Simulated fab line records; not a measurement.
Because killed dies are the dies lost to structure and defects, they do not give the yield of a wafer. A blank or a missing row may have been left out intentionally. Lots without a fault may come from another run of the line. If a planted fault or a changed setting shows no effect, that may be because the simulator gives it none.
Chamber matching + flow nand-harc + 4 sister chambers for NHARC_A_CONTACT_CMP_20 on cmp-01
The step polishes, t overpolish 30 s, target thk 300 nm. 18 wafers are shown with their chamber, then 9 later ones without.

== EACH WAFER AND ITS CHAMBER ==
| wafer  | chamber | motor-current-A (A) | overpolish-run-s (s) | time-to-endpoint-s (s) |
|--------|---------|---------------------|----------------------|------------------------|
| L077.1 | 1       | 14.6                | 30.015               | 65.4                   |
| L077.2 | 2       | 12.3                | 30.005               | 63.2                   |
| L077.5 | 1       | 14.5                | 30.009               | 62.5                   |
| L081.1 | 1       | 15.1                | 30.017               | 63.6                   |
| L081.3 | 2       | 12.1                | 29.992               | 63.8                   |
| L081.5 | 3       | 10.6                | 30.006               | 63.3                   |
| L086.1 | 3       | 11.1                | 30.005               | 56.5                   |
| L086.4 | 1       | 15.4                | 29.997               | 56.2                   |
| L086.5 | 1       | 15.1                | 30.023               | 57.6                   |
| L087.1 | 0       | 11.9                | 30.002               | 58.9                   |
| L087.2 | 2       | 12.4                | 29.993               | 59.7                   |
| L087.3 | 1       | 14.2                | 29.997               | 60.0                   |
| L087.4 | 3       | 11.1                | 29.989               | 56.2                   |
| L087.5 | 1       | 14.2                | 30.008               | 57.1                   |
| L087.6 | 2       | 12.3                | 29.997               | 59.9                   |
| L096.2 | 2       | 12.4                | 29.989               | 58.6                   |
| L096.4 | 0       | 11.8                | 29.992               | 58.0                   |
| L096.5 | 0       | 11.7                | 30.005               | 59.2                   |

SIGNATURES, as means of the wafers listed above
| reading            | chamber 0 | chamber 1 | chamber 2 | chamber 3 | scatter within a chamber |
|--------------------|-----------|-----------|-----------|-----------|--------------------------|
| motor-current-A    | 11.800    | 14.729    | 12.300    | 10.933    | 0.338                    |
| overpolish-run-s   | 29.99967  | 30.00943  | 29.99520  | 30.00000  | 0.0085                   |
| time-to-endpoint-s | 58.700    | 60.343    | 61.040    | 58.667    | 3.05                     |
Rule: for each reading, subtract the chamber's mean from the wafer's reading, divide by that reading's scatter and square the result; add these up over the readings and take the root, which gives the wafer's distance from the chamber. The wafer belongs to the nearest chamber; if the next one is less than 2 further off, it can't be placed. The scatter: take each reading less its chamber's mean, square it, sum over the shown wafers, divide by the number of wafers less the number of chambers, and take the root.

== WAFERS WITH NO CHAMBER GIVEN ==
| wafer  | motor-current-A (A) | overpolish-run-s (s) | time-to-endpoint-s (s) |
|--------|---------------------|----------------------|------------------------|
| L094.1 | 12.4                | 29.998               | 58.2                   |
| L094.2 | 11.4                | 30.001               | 58.5                   |
| L094.3 | 15.0                | 30.003               | 55.3                   |
| L095.2 | 11.3                | 30.000               | 60.8                   |
| L095.4 | 10.7                | 30.014               | 59.8                   |
| L095.5 | 14.5                | 30.005               | 58.2                   |
| L097.1 | 11.2                | 29.994               | 61.2                   |
| L097.5 | 11.2                | 29.991               | 57.1                   |
| L097.6 | 12.0                | 30.009               | 59.6                   |

== WHICH CHAMBER EACH ONE RAN IN ==
| wafer  | from the rows above          | in truth |
|--------|------------------------------|----------|
| L094.1 | can't be placed: 2 or 0      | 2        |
| L094.2 | can't be placed: 0 or 3 or 2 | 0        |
| L094.3 | 1                            | 1        |
| L095.2 | can't be placed: 3 or 0 or 2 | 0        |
| L095.4 | can't be placed: 3 or 0      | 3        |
| L095.5 | 1                            | 1        |
| L097.1 | can't be placed: 3 or 0 or 2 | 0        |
| L097.5 | can't be placed: 3 or 0      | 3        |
| L097.6 | can't be placed: 0 or 2      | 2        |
Correct placement for 2 of the 9. These rows do not allow placing 7 (true chamber among the candidates in 7). Number placed wrongly: 0.
